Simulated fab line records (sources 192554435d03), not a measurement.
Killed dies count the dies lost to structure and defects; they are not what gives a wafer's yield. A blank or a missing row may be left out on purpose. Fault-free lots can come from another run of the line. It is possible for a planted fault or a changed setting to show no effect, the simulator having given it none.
fab line records | flow n5-finfet | part 2 of 2: steps 24 to 31 of 31
record lots=5 | wafers=15 | last-day=17
route steps=1938 shown MOL_CONTACT_COAG@621 BEOL_M0_SAQP@632
lots with no fault: from the same line, run without faults
start-h: the number of hours between the record's first day and the start of the first shown wafer of the lot | wait-h: hours from the lot's prior step to this one | " repeats the value in the row above | L1.1+2: several wafers, shown together as one row | - no value present, or no start provided | * or withheld: withheld | < > ~ a bound
route shown NAME@n: a module of which the file shows steps, and the number in the route of the first | usual: mean/standard deviation of fault-free wafers | same: alike in all rows | chamber/n: place in a boat | sites: the reading at each site | _std_site: their standard deviation | _edge_site: the outer-site mean with the inner-site mean subtracted | radius-mm: for every site, how far away it sits from the centre of the wafer | mask NAME#n: copy n | behind: the most recent tool/chamber to have shaped the wafer | hold: what put the lot on hold/how long, in hours/how the hold closed | device: the transistor (n, p or np) that didn't switch | end of line: tests run on the same wafers once the route is complete | a step with no rows: only its recipe | killed: dies lost to structure and defects at the first sort, not the wafer's yield | map: the dies of a wafer, with x for killed, . for not killed, _ for no die there
set.NAME: the setting the step ran with; set.NAME@STEP: the setting that earlier step ran with | model.NAME: the simulator's own value behind a step, which no gauge read
lots at selected steps of the route; one table per step, one row per wafer
services: the hour from which a tool's chamber was out of use, counted from the record's first day as start-h (under 0 if before that day), plus the number of hours and why
## steps
# step N5_BEOL_M0_SAQP_SOFTBAKE_09
# recipe temp-c=110 | time-s=60 | resist=CAR-ArF
# usual plate-temp-C=110.00/0.13 | resist-line-temp-C=23.01/0.094
lot.wafer | tool           | chamber | start-h | wait-h | plate-temp-C | resist-line-temp-C
L079.1    | litho-track-05 | 0       | -       | -      | 110.12       | 22.95
L079.3    | "              | 0       | "       | "      | 110.18       | 23.04
L079.5    | "              | 0       | "       | "      | 110.00       | 23.06
L081.2    | litho-track-02 | 0       | -       | -      | 110.02       | 23.02
L081.4    | "              | 0       | "       | "      | 110.14       | 22.87
L081.5    | "              | 0       | "       | "      | 110.07       | 22.90
L082.2    | litho-track-02 | 0       | -       | -      | 109.87       | 23.02
L082.4    | "              | 0       | "       | "      | 109.83       | 22.85
L082.6    | "              | 0       | "       | "      | 110.06       | 22.93
L085.1    | litho-track-04 | 0       | -       | -      | 110.21       | 23.04
L085.2    | "              | 0       | "       | "      | 109.95       | 23.04
L085.6    | "              | 0       | "       | "      | 109.81       | 23.00
L094.3    | litho-track-02 | 0       | -       | -      | 110.06       | 22.91
L094.4    | "              | 0       | "       | "      | 110.12       | 22.97
L094.5    | "              | 0       | "       | "      | 110.26       | 23.22
# step N5_BEOL_M0_SAQP_EXPOSE_11
# recipe mask-id=M0_CORE | na=1.35 | source-shape=dipole | sigma-inner=0.538 | sigma-outer=0.738 | polarization=te | target-cd-nm=42 | dose-mj=55
# usual focus-offset-nm=0.0/0.54
lot.wafer | tool            | chamber | start-h | wait-h | mask      | focus-offset-nm
L079.1    | arfi-scanner-01 | 0       | 138.43  | -      | M0_CORE#0 | -0.4
L079.3    | "               | 0       | "       | "      | M0_CORE#0 | 0.3
L079.5    | "               | 0       | "       | "      | M0_CORE#0 | -0.3
L081.2    | arfi-scanner-01 | 0       | 155.16  | -      | M0_CORE#0 | 0.0
L081.4    | "               | 0       | "       | "      | M0_CORE#0 | -0.1
L081.5    | "               | 0       | "       | "      | M0_CORE#0 | -0.3
L082.2    | arfi-scanner-01 | 0       | 166.95  | -      | M0_CORE#0 | 0.5
L082.4    | "               | 0       | "       | "      | M0_CORE#0 | -0.7
L082.6    | "               | 0       | "       | "      | M0_CORE#0 | 0.3
L085.1    | arfi-scanner-03 | 0       | 184.53  | -      | M0_CORE#0 | -0.7
L085.2    | "               | 0       | "       | "      | M0_CORE#0 | -0.6
L085.6    | "               | 0       | "       | "      | M0_CORE#0 | -0.3
L094.3    | arfi-scanner-01 | 0       | 229.91  | -      | M0_CORE#0 | 0.7
L094.4    | "               | 0       | "       | "      | M0_CORE#0 | -0.2
L094.5    | "               | 0       | "       | "      | M0_CORE#0 | 0.8
# step N5_BEOL_M0_SAQP_PEB_12
# recipe peb-temp-c=withheld | peb-time-s=60 | resist=CAR-ArF
# usual resist-line-temp-C=23.01/0.097
lot.wafer | tool           | chamber | start-h | wait-h | resist-line-temp-C
L079.1    | litho-track-04 | 0       | 138.49  | 0.1    | 23.00
L079.3    | "              | 0       | "       | "      | 23.04
L079.5    | "              | 0       | "       | "      | 23.01
L081.2    | litho-track-04 | 0       | 155.21  | 0.0    | 22.94
L081.4    | "              | 0       | "       | "      | 22.94
L081.5    | "              | 0       | "       | "      | 23.03
L082.2    | litho-track-05 | 0       | 167.00  | 0.0    | 22.89
L082.4    | "              | 0       | "       | "      | 23.07
L082.6    | "              | 0       | "       | "      | 22.97
L085.1    | litho-track-04 | 0       | 184.58  | 0.1    | 22.97
L085.2    | "              | 0       | "       | "      | 22.91
L085.6    | "              | 0       | "       | "      | 23.11
L094.3    | litho-track-05 | 0       | 229.96  | 0.0    | 22.98
L094.4    | "              | 0       | "       | "      | 22.99
L094.5    | "              | 0       | "       | "      | 22.97
# step N5_BEOL_M0_SAQP_DEVELOP_13
# recipe develop-time-s=30 | developer=TMAH | resist=CAR-ArF | dev-temp-c=23 | rinse-liquid=diw | dry=air-spin
# usual resist-line-temp-C=23.02/0.11
lot.wafer | tool           | chamber | start-h | wait-h | resist-line-temp-C
L079.1    | litho-track-04 | 0       | -       | -      | 23.07
L079.3    | "              | 0       | "       | "      | 23.14
L079.5    | "              | 0       | "       | "      | 22.94
L081.2    | litho-track-04 | 0       | -       | -      | 23.16
L081.4    | "              | 0       | "       | "      | 23.08
L081.5    | "              | 0       | "       | "      | 23.18
L082.2    | litho-track-05 | 0       | -       | -      | 23.07
L082.4    | "              | 0       | "       | "      | 23.11
L082.6    | "              | 0       | "       | "      | 23.03
L085.1    | litho-track-04 | 0       | -       | -      | 22.82
L085.2    | "              | 0       | "       | "      | 22.99
L085.6    | "              | 0       | "       | "      | 22.95
L094.3    | litho-track-05 | 0       | -       | -      | 23.11
L094.4    | "              | 0       | "       | "      | 22.95
L094.5    | "              | 0       | "       | "      | 22.93
# step N5_BEOL_M0_SAQP_CD_MEAS_14
# recipe target-cd-nm=42.5 | landing-energy-ev=500 | detector=se-inlens
# usual cd-nm=42.5/0.35
lot.wafer | tool      | chamber | start-h | wait-h | cd-nm
L079.1    | cd-sem-01 | 0       | 138.56  | -      | 42.6
L079.3    | "         | 0       | "       | "      | 43.1
L079.5    | "         | 0       | "       | "      | 42.4
L081.2    | cd-sem-03 | 0       | 155.28  | -      | 42.3
L081.4    | "         | 0       | "       | "      | 42.3
L081.5    | "         | 0       | "       | "      | 42.7
L082.2    | cd-sem-01 | 0       | 167.07  | -      | 42.8
L082.4    | "         | 0       | "       | "      | 42.5
L082.6    | "         | 0       | "       | "      | 42.7
L085.1    | cd-sem-03 | 0       | 184.65  | -      | 42.3
L085.2    | "         | 0       | "       | "      | 42.7
L085.6    | "         | 0       | "       | "      | 42.3
L094.3    | cd-sem-03 | 0       | 230.02  | -      | 42.9
L094.4    | "         | 0       | "       | "      | 42.4
L094.5    | "         | 0       | "       | "      | 42.6
# step N5_BEOL_M0_SAQP_OVL_MEAS_15
# recipe points-per-wafer=44
# usual M0_CORE_OVL=-0.3/0.69
lot.wafer | tool       | chamber | start-h | wait-h | M0_CORE_OVL[nm]
L079.1    | overlay-02 | 0       | 138.59  | 0.0    | 0.0
L079.3    | "          | 0       | "       | "      | -0.8
L079.5    | "          | 0       | "       | "      | -0.5
L081.2    | overlay-02 | 0       | 155.31  | 0.0    | -0.2
L081.4    | "          | 0       | "       | "      | -0.7
L081.5    | "          | 0       | "       | "      | -1.0
L082.2    | overlay-01 | 0       | 167.10  | 0.0    | -0.6
L082.4    | "          | 0       | "       | "      | 0.6
L082.6    | "          | 0       | "       | "      | 0.7
L085.1    | overlay-01 | 0       | 184.68  | 0.0    | -0.4
L085.2    | "          | 0       | "       | "      | -2.0
L085.6    | "          | 0       | "       | "      | -0.7
L094.3    | overlay-01 | 0       | 230.05  | 0.0    | -0.2
L094.4    | "          | 0       | "       | "      | -1.3
L094.5    | "          | 0       | "       | "      | -0.6
# step N5_BEOL_M0_SAQP_INSPECT_16
# recipe mode=adi | inspect-instrument=brightfield
# usual raw-defect-count=526/130
lot.wafer | tool              | chamber | start-h | wait-h | raw-defect-count
L079.1    | defect-inspect-02 | -       | 138.61  | 0.0    | 542
L079.3    | "                 | -       | "       | "      | 442
L079.5    | "                 | -       | "       | "      | 471
L081.2    | defect-inspect-01 | -       | 155.33  | 0.0    | 692
L081.4    | "                 | -       | "       | "      | 659
L081.5    | "                 | -       | "       | "      | 560
L082.2    | defect-inspect-02 | -       | 167.12  | 0.0    | 547
L082.4    | "                 | -       | "       | "      | 405
L082.6    | "                 | -       | "       | "      | 493
L085.1    | defect-inspect-01 | -       | 184.71  | 0.0    | 400
L085.2    | "                 | -       | "       | "      | 441
L085.6    | "                 | -       | "       | "      | 352
L094.3    | defect-inspect-01 | -       | 230.08  | 0.0    | 575
L094.4    | "                 | -       | "       | "      | 467
L094.5    | "                 | -       | "       | "      | 525
# step N5_BEOL_M0_SAQP_DESCUM_19
# recipe chemistry=O2 | time-s=7.9 | source-power-w=50 | bias-power-w=20 | pressure-mtorr=20 | rf-frequency-hz=2.712e+07 | temp-c=40 | resist=CAR-ArF | o2-flow-sccm=225
# usual drypump-motor-current-A=5.6/0.34 | oes-product-au=0.79/0.097 | rf-vpp-V=243.6/1.4 | showerhead-plenum-p-Torr=2.12/0.08 | throttle-valve-pct=20.37/0.23
lot.wafer | tool        | chamber | start-h | wait-h | drypump-motor-current-A | oes-product-au | rf-hours-counter-h | rf-vpp-V | showerhead-plenum-p-Torr | throttle-valve-pct
L079.1    | rie-diel-02 | 3       | 138.65  | 0.0    | 5.9                     | 0.72           | 199                | 244.6    | 2.16                     | 20.52
L079.3    | "           | 2       | "       | "      | 6.0                     | 0.76           | 148                | 240.9    | 2.00                     | 20.31
L079.5    | "           | 2       | "       | "      | 6.0                     | 0.76           | -                  | 242.0    | 2.00                     | 20.29
L081.2    | rie-diel-02 | 2       | 156.43  | 1.1    | 6.0                     | 0.75           | 155                | 241.9    | 2.00                     | 20.30
L081.4    | "           | 1       | "       | "      | 5.7                     | 0.99           | 8                  | 244.6    | 2.23                     | 20.18
L081.5    | "           | 2       | "       | "      | 6.0                     | 0.75           | -                  | 241.7    | 2.00                     | 20.31
L082.2    | rie-diel-04 | 0       | 167.38  | 0.3    | 4.9                     | 0.73           | 189                | 244.1    | 2.17                     | 20.45
L082.4    | "           | 2       | "       | "      | 5.5                     | 0.78           | -                  | 245.2    | 2.18                     | 20.39
L082.6    | "           | 0       | "       | "      | 4.9                     | 0.73           | -                  | 245.4    | 2.17                     | 20.45
L085.1    | rie-diel-04 | 1       | 184.74  | 0.0    | 5.2                     | 0.87           | 58                 | 243.3    | 2.03                     | 20.51
L085.2    | "           | 0       | "       | "      | 5.0                     | 0.72           | 195                | 244.5    | 2.17                     | 20.46
L085.6    | "           | 0       | "       | "      | 4.9                     | 0.73           | -                  | 245.4    | 2.17                     | 20.45
L094.3    | rie-diel-02 | 2       | 230.40  | 0.3    | 6.0                     | 0.73           | 180                | 243.7    | 1.99                     | 20.35
L094.4    | "           | 1       | "       | "      | 5.7                     | 0.91           | 31                 | 244.9    | 2.23                     | 20.22
L094.5    | "           | 0       | "       | "      | 5.8                     | 0.69           | -                  | 244.1    | 2.15                     | 20.54
## services
tool            | chamber | start-h | hours | kind
cmp-02          | -       | 109.63  | 1.5   | repair
cvd-w-01        | -       | 110.55  | 1.0   | repair
pecvd-01        | -       | 111.50  | 10.5  | repair
cmp-03          | -       | 124.93  | 8.8   | repair
rie-diel-04     | -       | 128.58  | 28.1  | pm
arfi-scanner-01 | -       | 134.69  | 0.8   | pm
arfi-scanner-03 | -       | 138.21  | 0.8   | pm
cmp-03          | -       | 140.06  | 5.0   | pm
cmp-02          | -       | 141.17  | 2.8   | pm
cvd-w-02        | -       | 142.26  | 0.9   | repair
arfi-scanner-03 | -       | 146.11  | 1.3   | pm
pecvd-01        | -       | 151.25  | 28.1  | pm
arfi-scanner-01 | -       | 162.67  | 1.3   | pm
pecvd-04        | 1       | 175.41  | 5.5   | scheduled-down
cmp-02          | -       | 183.58  | 4.0   | pm
pecvd-03        | 2       | 202.38  | -     | clean
pecvd-03        | 2       | 202.38  | -     | consumable-replace:showerhead
pecvd-03        | 2       | 202.38  | 29.0  | scheduled-down
pecvd-03        | 2       | 202.38  | 29.0  | vent-cycle
pecvd-03        | 1       | 212.15  | 14.9  | repair
wet-bench-02    | -       | 218.56  | 0.6   | repair
wet-bench-02    | -       | 219.17  | 1.9   | pm
cvd-w-02        | -       | 224.67  | 0.6   | repair
pvd-sputter-03  | -       | 229.48  | 0.6   | repair
